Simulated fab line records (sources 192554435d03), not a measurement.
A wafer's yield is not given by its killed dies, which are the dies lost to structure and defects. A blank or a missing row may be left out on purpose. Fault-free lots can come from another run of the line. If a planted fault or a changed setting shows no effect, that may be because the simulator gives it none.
The same fault as seen by 2 desks -- flow n5Finfet -- what lay behind the numbers comes last; until then each desk has only its own

## TOOL OWNER'S DESK, rieDiel-03
The tool's own readings at N5_BEOL_M8_VIA_ETCH_34 (etches SiCOH lowk in C4F6/O2, target depth 125.5 nm, time 50.5 s): means of the sampled wafers that have a number, for each lot that ran on this tool. A lot is out of limits, marked OUT, if its mean lies more than 4 standard deviations from the usual mean; the brackets give that distance. 7 of its 8 readings are shown, namely those furthest out on some lot.
Columns: A = C4F6_flow_sccm at N5_BEOL_M8_VIA_ETCH_34, usual 10.00 sccm; B = O2_flow_sccm at N5_BEOL_M8_VIA_ETCH_34, usual 9.999 sccm; C = drypumpMotorCurrentA at N5_BEOL_M8_VIA_ETCH_34, usual 5.9 A; D = mfcArSccm at N5_BEOL_M8_VIA_ETCH_34, usual 299.9 sccm; E = oesProductAu at N5_BEOL_M8_VIA_ETCH_34, usual 0.82 a.u.; F = rfVppV at N5_BEOL_M8_VIA_ETCH_34, usual 664 V; G = throttleValvePct at N5_BEOL_M8_VIA_ETCH_34, usual 20.81 %
lot,first seen here,A,B,C,D,E,F,G
L399,day 11 19:18,10.01,10.001,6.1,299.9,0.90,651,20.73
L400,day 12 11:17,10.00,10.020,6.1,300.7,0.88,651,20.74
L411,day 15 05:08,9.95,10.009,6.0,299.6,0.84,650,20.77
L413,day 15 21:43,10.03,9.974,6.2,299.8,0.87,650,20.72
Finding of this desk: none of the 4 lots has anything out of limits.

## THE METROLOGY DESK
What the gauges read, lot by lot, whatever tool the lot ran on: means of the sampled wafers that have a number. A lot is out of limits, marked OUT, if its mean lies more than 4 standard deviations from the usual mean; the brackets give that distance. 7 of its 11 readings are shown, namely those furthest out on some lot.
Columns: A = DIBL_N at N5_BEOL_M4_RC_MEAS_101, usual 35.9 mV/V; B = DIBL_P at N5_BEOL_M4_RC_MEAS_101, usual 36.2 mV/V; C = IOFF_P at N5_BEOL_M4_RC_MEAS_101, usual 0.22 nA/um; D = ION_N at N5_BEOL_M4_RC_MEAS_101, usual 676 uA/um; E = ION_P at N5_BEOL_M4_RC_MEAS_101, usual 465 uA/um; F = VT_P at N5_BEOL_M4_RC_MEAS_101, usual -250 mV; G = cdNm at N5_BEOL_M8_CD_MEAS_11, usual 38.7 nm
lot,first seen here,A,B,C,D,E,F,G
L392,day 8 14:21,35.1,34.6,0.17,669,452,-252,38.6
L396,day 9 11:10,37.3,37.9,0.21,673,459,-253,38.4
L399,day 10 02:59,36.4,36.8,0.25,680,471,-244,38.6
L400,day 10 22:18,37.4,36.9,0.21,671,463,-252,38.2
L402,day 11 03:49,34.4,35.0,0.20,671,463,-249,38.7
L403,day 11 12:02,33.5,34.7,0.18,670,461,-253,39.2
L404,day 11 17:22,35.7,35.7,0.24,689,472,-248,39.1
L411,day 13 15:16,35.2,33.8,0.20,670,461,-251,39.3
L413,day 14 09:07,35.6,35.8,0.15,676,457,-258,38.7
Finding of this desk: none of the 9 lots has anything out of limits.

## PUT TOGETHER
Nothing out of limits was seen by the tool owner's desk.
Nothing out of limits was seen by the metrology desk.

## WHAT HAD BEEN PUT IN BY THE SIMULATOR
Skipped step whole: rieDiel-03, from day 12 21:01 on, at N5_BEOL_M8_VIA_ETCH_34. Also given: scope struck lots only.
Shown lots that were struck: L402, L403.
